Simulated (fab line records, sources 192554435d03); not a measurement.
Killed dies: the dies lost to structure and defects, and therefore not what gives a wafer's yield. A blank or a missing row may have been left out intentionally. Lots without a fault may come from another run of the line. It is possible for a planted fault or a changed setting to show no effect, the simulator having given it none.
fab line records | flow n5_finfet
record: lots: 10 | wafers: 29 | last_day: 17
route steps=1938 shown BEOL_M13@1714 BEOL_M14@1727
lots that met no fault: from a run of the same line without faults
start_h: the number of hours between the record's first day and the start of the first shown wafer of the lot | wait_h: hours since the lot's step before | " unchanged from the row above | L1.1+2: one row covering several wafers at once | - no value, or no start given | * or withheld: withheld | < > ~ a bound
route shown NAME@n: names a module that has steps shown in the file, with the first one's number in the route | usual: the fault-free wafers' mean and standard deviation | same: alike in all rows | chamber/n: place in a boat | sites: per-site readings | _std_site: the values' standard deviation | _edge_site: inner sites' mean taken away from outer sites' mean | radius_mm: for every site, how far away it sits from the centre of the wafer | mask NAME#n: copy n | behind: the last tool/chamber to shape the wafer | hold: why the lot was held/for how many hours/how that ended | device: transistor that didn't switch, given as n, p or np | end of line: at the end of the route, the tests of the same wafers | for a step that has no rows: nothing shown but its recipe | killed: count of dies lost to structure and defects at first sort (not the wafer's yield) | map: dies across one wafer; x = killed, . = not, _ = none there
set.NAME: setting as actually run; set.NAME@STEP: the setting as run at that earlier step | model.NAME: the simulator's own value behind a step, which no gauge read
route steps across a sampled set of lots; one table per step, one row per wafer
services: the hour from which a tool's chamber was out of use, counted from the record's first day as start_h (under 0 if before that day), plus the number of hours and why
== steps ==
step: N5_BEOL_M13_RS_MEAS_54
recipe: thk_meas_gauge: four-point-probe | reads: Cu_of_BEOL_M13_ECD_47+Ta_of_BEOL_M13_SPUTTER_44+TaN_of_BEOL_M13_SPUTTER_43
usual: M13_RS: 0.0447/0.00062
lot.wafer | tool          | chamber | start_h | wait_h | M13_RS[ohm/sq]
L378.2    | film_metro-01 | -       | 257.04  | 0.1    | 0.0444
L378.3    | "             | -       | "       | "      | 0.0437
L378.4    | "             | -       | "       | "      | 0.0445
L381.2    | film_metro-02 | -       | 272.53  | 0.1    | 0.0457
L381.3    | "             | -       | "       | "      | 0.0451
L381.6    | "             | -       | "       | "      | 0.0454
L383.2    | film_metro-01 | -       | 283.37  | 0.1    | 0.0453
L383.3    | "             | -       | "       | "      | 0.0449
L383.6    | "             | -       | "       | "      | 0.0454
L384.1    | film_metro-01 | -       | 293.89  | 0.0    | 0.0451
L384.3    | "             | -       | "       | "      | 0.0441
L384.6    | "             | -       | "       | "      | 0.0447
L391.1    | film_metro-01 | -       | 331.71  | 0.1    | 0.0445
L391.4    | "             | -       | "       | "      | 0.0451
L391.5    | "             | -       | "       | "      | 0.0449
L393.2    | film_metro-01 | -       | 341.09  | 0.1    | 0.0448
L393.3    | "             | -       | "       | "      | 0.0450
L397.1    | film_metro-01 | -       | 364.49  | 0.0    | 0.0451
L397.2    | "             | -       | "       | "      | 0.0433
L397.4    | "             | -       | "       | "      | 0.0439
L395.1    | film_metro-01 | -       | 366.18  | 0.0    | 0.0440
L395.2    | "             | -       | "       | "      | 0.0449
L395.5    | "             | -       | "       | "      | 0.0450
L398.1    | film_metro-02 | -       | 369.34  | 0.0    | 0.0443
L398.3    | "             | -       | "       | "      | 0.0453
L398.6    | "             | -       | "       | "      | 0.0444
L400.1    | film_metro-02 | -       | 383.16  | 0.0    | 0.0450
L400.4    | "             | -       | "       | "      | 0.0437
L400.6    | "             | -       | "       | "      | 0.0440
step: N5_BEOL_M14_OVL_MEAS_11
recipe: points_per_wafer: 44
usual: V13_OVL: -3/6.9
same: points_per_wafer: 44
lot.wafer | tool       | chamber | start_h | wait_h | V13_OVL[nm]
L378.2    | overlay-01 | 0       | 257.75  | 0.0    | 2
L378.3    | "          | 0       | "       | "      | 3
L378.4    | "          | 0       | "       | "      | 4
L381.2    | overlay-01 | 0       | 273.12  | 0.0    | -10
L381.3    | "          | 0       | "       | "      | -1
L381.6    | "          | 0       | "       | "      | -5
L383.2    | overlay-02 | 0       | 283.96  | 0.0    | -6
L383.3    | "          | 0       | "       | "      | 5
L383.6    | "          | 0       | "       | "      | 0
L384.1    | overlay-01 | 0       | 294.48  | 0.0    | -9
L384.3    | "          | 0       | "       | "      | -3
L384.6    | "          | 0       | "       | "      | 7
L391.1    | overlay-01 | 0       | 332.43  | 0.0    | -2
L391.4    | "          | 0       | "       | "      | -7
L391.5    | "          | 0       | "       | "      | 3
L393.2    | overlay-02 | 0       | 341.68  | 0.0    | 8
L393.3    | "          | 0       | "       | "      | 7
L397.1    | overlay-02 | 0       | 365.20  | 0.0    | -2
L397.2    | "          | 0       | "       | "      | 4
L397.4    | "          | 0       | "       | "      | -1
L395.1    | overlay-01 | 0       | 366.89  | 0.0    | -15
L395.2    | "          | 0       | "       | "      | -7
L395.5    | "          | 0       | "       | "      | -7
L398.1    | overlay-01 | 0       | 369.93  | 0.0    | 7
L398.3    | "          | 0       | "       | "      | 2
L398.6    | "          | 0       | "       | "      | 9
L400.1    | overlay-01 | 0       | 383.87  | 0.0    | -4
L400.4    | "          | 0       | "       | "      | 1
L400.6    | "          | 0       | "       | "      | -6
step: N5_BEOL_M14_ETCH_59
recipe: chemistry: N2/H2 | target: BARC | target_depth_a: 890 | overetch_a: 267 | time_s: 67.9 | ion_energy_ev: 200 | pressure_mtorr: 30 | source_w: 840 | bias_w: 150 | n2_flow_sccm: 200 | h2_flow_sccm: 200
usual: bias_w: 150.0/0.44 | drypump_motor_current_A: 5.64/0.27 | oes_product_au: 0.69/0.09 | rf_vpp_V: 523.7/2.4 | showerhead_plenum_p_Torr: 2.54/0.084 | throttle_valve_pct: 17.9/0.3
lot.wafer | tool        | chamber | start_h | wait_h | bias_w | drypump_motor_current_A | oes_product_au | rf_hours_counter_h | rf_vpp_V | showerhead_plenum_p_Torr | throttle_valve_pct
L378.2    | rie_diel-03 | 3       | 257.85  | 0.0    | 150.2  | 5.94                    | 0.71           | 77                 | 526.3    | 2.68                     | 17.9
L378.3    | "           | 1       | "       | "      | 149.9  | 5.29                    | 0.58           | 219                | 526.4    | 2.62                     | 18.0
L378.4    | "           | 1       | "       | "      | 149.9  | 5.28                    | 0.59           | -                  | 525.8    | 2.62                     | 18.0
L381.2    | rie_diel-02 | 3       | 273.21  | 0.0    | 150.1  | 5.58                    | 0.61           | 243                | 524.9    | 2.49                     | 18.4
L381.3    | "           | 1       | "       | "      | 150.0  | 5.89                    | 0.60           | 243                | 526.4    | 2.61                     | 18.2
L381.6    | "           | 0       | "       | "      | 149.3  | 5.57                    | 0.58           | -                  | 522.3    | 2.49                     | 17.8
L383.2    | rie_diel-03 | 1       | 284.05  | 0.0    | 149.8  | 5.31                    | 0.57           | 231                | 525.0    | 2.61                     | 18.0
L383.3    | "           | 0       | "       | "      | 150.4  | 5.54                    | 0.63           | 189                | 521.4    | 2.44                     | 18.2
L383.6    | "           | 0       | "       | "      | 150.5  | 5.55                    | 0.62           | -                  | 520.2    | 2.44                     | 18.2
L384.1    | rie_diel-03 | 2       | 294.58  | 0.0    | 149.9  | 6.13                    | 0.82           | 1                  | 521.7    | 2.50                     | 17.5
L384.3    | "           | 0       | "       | "      | 149.6  | 5.54                    | 0.63           | 193                | 520.1    | 2.44                     | 18.2
L384.6    | "           | 3       | "       | "      | 150.7  | 5.91                    | 0.69           | -                  | 527.5    | 2.68                     | 17.9
L391.1    | rie_diel-02 | 0       | 332.84  | 0.0    | 149.9  | 5.56                    | 0.79           | 9                  | 523.0    | 2.49                     | 17.5
L391.4    | "           | 2       | "       | "      | 150.6  | 5.36                    | 0.78           | -                  | 524.5    | 2.49                     | 17.5
L391.5    | "           | 2       | "       | "      | 149.3  | 5.39                    | 0.77           | -                  | 522.7    | 2.49                     | 17.5
L393.2    | rie_diel-03 | 3       | 341.77  | 0.0    | 150.1  | 5.93                    | 0.68           | 109                | 527.7    | 2.67                     | 17.9
L393.3    | "           | 2       | "       | "      | 149.8  | 6.09                    | 0.76           | 17                 | 521.8    | 2.49                     | 17.6
L397.1    | rie_diel-06 | 1       | 365.36  | 0.0    | 149.9  | 5.44                    | 0.79           | 16                 | 521.5    | 2.50                     | 17.8
L397.2    | "           | 3       | "       | "      | 149.2  | 5.21                    | 0.58           | 238                | 519.1    | 2.40                     | 17.8
L397.4    | "           | 0       | "       | "      | 149.9  | 5.80                    | 0.59           | 249                | 526.2    | 2.62                     | 18.2
L395.1    | rie_diel-02 | 2       | 366.99  | 0.0    | 150.0  | 5.45                    | 0.76           | 46                 | 522.2    | 2.49                     | 17.5
L395.2    | "           | 1       | "       | "      | 149.4  | 5.87                    | 0.80           | 15                 | 525.0    | 2.59                     | 17.8
L395.5    | "           | 0       | "       | "      | 150.0  | 5.56                    | 0.76           | -                  | 522.4    | 2.48                     | 17.5
L398.1    | rie_diel-02 | 3       | 370.02  | 0.0    | 150.7  | 5.57                    | 0.81           | 7                  | 521.9    | 2.48                     | 18.0
L398.3    | "           | 2       | "       | "      | 150.3  | 5.41                    | 0.76           | 46                 | 522.0    | 2.49                     | 17.5
L398.6    | "           | 0       | "       | "      | 149.5  | 5.55                    | 0.75           | -                  | 522.3    | 2.48                     | 17.5
L400.1    | rie_diel-02 | 3       | 383.96  | 0.0    | 150.1  | 5.57                    | 0.80           | 12                 | 522.4    | 2.48                     | 18.0
L400.4    | "           | 1       | "       | "      | 150.5  | 5.87                    | 0.79           | 20                 | 524.8    | 2.59                     | 17.8
L400.6    | "           | 0       | "       | "      | 149.8  | 5.59                    | 0.75           | -                  | 522.6    | 2.48                     | 17.5
step: N5_BEOL_M14_STRIP_63
recipe: chemistry: O2 | power_w: 600 | temp_c: 60 | pressure_mtorr: 30 | rf_frequency_hz: 6e+07 | bias_power_w: 0 | overash_fraction: 0.3 | o2_flow_sccm: 225
usual: drypump_motor_current_A: 5.63/0.28 | oes_product_au: 0.81/0.11 | rf_vpp_V: 3.6/0.93 | showerhead_plenum_p_Torr: 2.09/0.075 | throttle_valve_pct: 16.62/0.29
lot.wafer | tool        | chamber | start_h | wait_h | drypump_motor_current_A | oes_product_au | rf_hours_counter_h | rf_vpp_V | showerhead_plenum_p_Torr | throttle_valve_pct
L378.2    | rie_diel-03 | 3       | -       | -      | 5.92                    | 0.83           | 77                 | 4.1      | 2.24                     | 16.68
L378.3    | "           | 1       | "       | "      | 5.29                    | 0.68           | 220                | 3.0      | 2.15                     | 16.75
L378.4    | "           | 1       | "       | "      | 5.30                    | 0.67           | -                  | 3.4      | 2.15                     | 16.75
L381.2    | rie_diel-02 | 3       | -       | -      | 5.55                    | 0.71           | 243                | 2.7      | 2.06                     | 17.24
L381.3    | "           | 1       | "       | "      | 5.84                    | 0.69           | 243                | 2.3      | 2.15                     | 16.99
L381.6    | "           | 0       | "       | "      | 5.62                    | 0.67           | -                  | 4.6      | 2.08                     | 16.77
L383.2    | rie_diel-03 | 1       | -       | -      | 5.29                    | 0.69           | 231                | 3.4      | 2.15                     | 16.75
L383.3    | "           | 0       | "       | "      | 5.54                    | 0.73           | 189                | 4.3      | 1.98                     | 16.67
L383.6    | "           | 0       | "       | "      | 5.54                    | 0.74           | -                  | 5.1      | 1.98                     | 16.71
L384.1    | rie_diel-03 | 2       | -       | -      | 6.10                    | 0.99           | 1                  | 3.8      | 2.06                     | 16.19
L384.3    | "           | 0       | "       | "      | 5.55                    | 0.75           | 193                | 4.3      | 1.98                     | 16.71
L384.6    | "           | 3       | "       | "      | 5.93                    | 0.81           | -                  | 3.9      | 2.23                     | 16.72
L391.1    | rie_diel-02 | 0       | -       | -      | 5.56                    | 0.93           | 9                  | 4.3      | 2.07                     | 16.40
L391.4    | "           | 2       | "       | "      | 5.41                    | 0.93           | -                  | 3.8      | 2.03                     | 16.21
L391.5    | "           | 2       | "       | "      | 5.39                    | 0.93           | -                  | 3.2      | 2.04                     | 16.20
L393.2    | rie_diel-03 | 3       | -       | -      | 5.93                    | 0.80           | 109                | 4.2      | 2.22                     | 16.75
L393.3    | "           | 2       | "       | "      | 6.11                    | 0.90           | 17                 | 3.4      | 2.05                     | 16.22
L397.1    | rie_diel-06 | 1       | -       | -      | 5.44                    | 0.94           | 17                 | 4.5      | 2.07                     | 16.65
L397.2    | "           | 3       | "       | "      | 5.20                    | 0.72           | 238                | 2.8      | 1.98                     | 16.60
L397.4    | "           | 0       | "       | "      | 5.80                    | 0.68           | 249                | 4.1      | 2.15                     | 16.90
L395.1    | rie_diel-02 | 2       | -       | -      | 5.39                    | 0.90           | 46                 | 3.2      | 2.03                     | 16.25
L395.2    | "           | 1       | "       | "      | 5.88                    | 0.94           | 15                 | 3.5      | 2.14                     | 16.54
L395.5    | "           | 0       | "       | "      | 5.56                    | 0.90           | -                  | 4.3      | 2.07                     | 16.43
L398.1    | rie_diel-02 | 3       | -       | -      | 5.56                    | 0.96           | 7                  | 3.6      | 2.06                     | 16.82
L398.3    | "           | 2       | "       | "      | 5.37                    | 0.92           | 46                 | 3.3      | 2.03                     | 16.24
L398.6    | "           | 0       | "       | "      | 5.65                    | 0.89           | -                  | 3.4      | 2.07                     | 16.43
L400.1    | rie_diel-02 | 3       | -       | -      | 5.54                    | 0.93           | 13                 | 4.4      | 2.05                     | 16.87
L400.4    | "           | 1       | "       | "      | 5.86                    | 0.93           | 20                 | 4.1      | 2.14                     | 16.53
L400.6    | "           | 0       | "       | "      | 5.54                    | 0.89           | -                  | 3.1      | 2.06                     | 16.48
step: N5_BEOL_M14_CD_MEAS_17
recipe: target_cd_nm: 250 | polarity: opening
usual: cd_nm: 250.2/1.8
lot.wafer | tool      | chamber | start_h | wait_h | cd_nm
L378.2    | cd_sem-02 | -       | 258.29  | 0.0    | 251.2
L378.3    | "         | -       | "       | "      | 250.8
L378.4    | "         | -       | "       | "      | 252.8
L381.2    | cd_sem-01 | -       | 273.61  | 0.0    | 254.6
L381.3    | "         | -       | "       | "      | 252.1
L381.6    | "         | -       | "       | "      | 252.7
L383.2    | cd_sem-02 | -       | 284.45  | 0.0    | 251.2
L383.3    | "         | -       | "       | "      | 247.9
L383.6    | "         | -       | "       | "      | 246.8
L384.1    | cd_sem-03 | -       | 294.98  | 0.0    | 248.8
L384.3    | "         | -       | "       | "      | 247.4
L384.6    | "         | -       | "       | "      | 250.3
L391.1    | cd_sem-01 | -       | 333.42  | 0.0    | 251.0
L391.4    | "         | -       | "       | "      | 249.2
L391.5    | "         | -       | "       | "      | 249.6
L393.2    | cd_sem-02 | -       | 342.17  | 0.0    | 258.8
L393.3    | "         | -       | "       | "      | 252.4
L397.1    | cd_sem-02 | -       | 365.76  | 0.0    | 249.8
L397.2    | "         | -       | "       | "      | 248.2
L397.4    | "         | -       | "       | "      | 250.2
L395.1    | cd_sem-01 | -       | 367.39  | 0.0    | 248.4
L395.2    | "         | -       | "       | "      | 251.2
L395.5    | "         | -       | "       | "      | 250.4
L398.1    | cd_sem-02 | -       | 370.42  | 0.0    | 250.6
L398.3    | "         | -       | "       | "      | 248.9
L398.6    | "         | -       | "       | "      | 249.6
L400.1    | cd_sem-02 | -       | 384.36  | 0.0    | 250.2
L400.4    | "         | -       | "       | "      | 252.3
L400.6    | "         | -       | "       | "      | 248.4
== services ==
tool        | chamber | start_h | hours | kind
rie_diel-02 | 2       | 241.87  | -     | clean
rie_diel-02 | 2       | 241.87  | -     | consumable_replace:focus_ring
rie_diel-02 | 2       | 241.87  | 24.2  | scheduled_down
rie_diel-02 | 2       | 241.87  | 24.2  | vent_cycle
rie_diel-03 | 2       | 256.56  | -     | clean
rie_diel-03 | 2       | 256.56  | -     | consumable_replace:focus_ring
rie_diel-03 | 2       | 256.56  | 32.4  | scheduled_down
rie_diel-03 | 2       | 256.56  | 32.4  | vent_cycle
rie_diel-06 | 2       | 279.68  | 6.7   | repair
rie_diel-02 | 0       | 290.62  | -     | clean
rie_diel-02 | 0       | 290.62  | -     | consumable_replace:focus_ring
rie_diel-02 | 0       | 290.62  | 26.0  | scheduled_down
rie_diel-02 | 0       | 290.62  | 26.0  | vent_cycle
rie_diel-02 | 1       | 316.83  | -     | clean
rie_diel-02 | 1       | 316.83  | -     | consumable_replace:focus_ring
rie_diel-02 | 1       | 316.83  | 16.5  | scheduled_down
rie_diel-02 | 1       | 316.83  | 16.5  | vent_cycle
rie_diel-02 | 3       | 333.67  | -     | clean
rie_diel-02 | 3       | 333.67  | -     | consumable_replace:focus_ring
rie_diel-02 | 3       | 333.67  | 18.8  | scheduled_down
rie_diel-02 | 3       | 333.67  | 18.8  | vent_cycle
rie_diel-03 | 1       | 337.73  | -     | clean
rie_diel-03 | 1       | 337.73  | -     | consumable_replace:focus_ring
rie_diel-03 | -       | 355.55  | 2.2   | repair
== key ==
first_sign: step: N5_BEOL_M14_CD_MEAS_17 | reading: cd_nm | direction: up | sigmas: 4.8 | usual: 250.2 | struck: 258.8
effect none on later readings
met_at N5_BEOL_M14_ETCH_59
struck_lots L393
struck_wafers L393.2
not_acting_at N5_BEOL_M13_RS_MEAS_54,N5_BEOL_M14_OVL_MEAS_11,N5_BEOL_M14_STRIP_63
onset_between 294.58 341.77
fault: kind: process_parameter_drift | tool: rie_diel-03 | chamber: - | onset_h: 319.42 | steps: N5_BEOL_M14_ETCH_59 | channel: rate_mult | offset: 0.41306 | shape: step | end_h: 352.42 | scope: struck_wafers_only
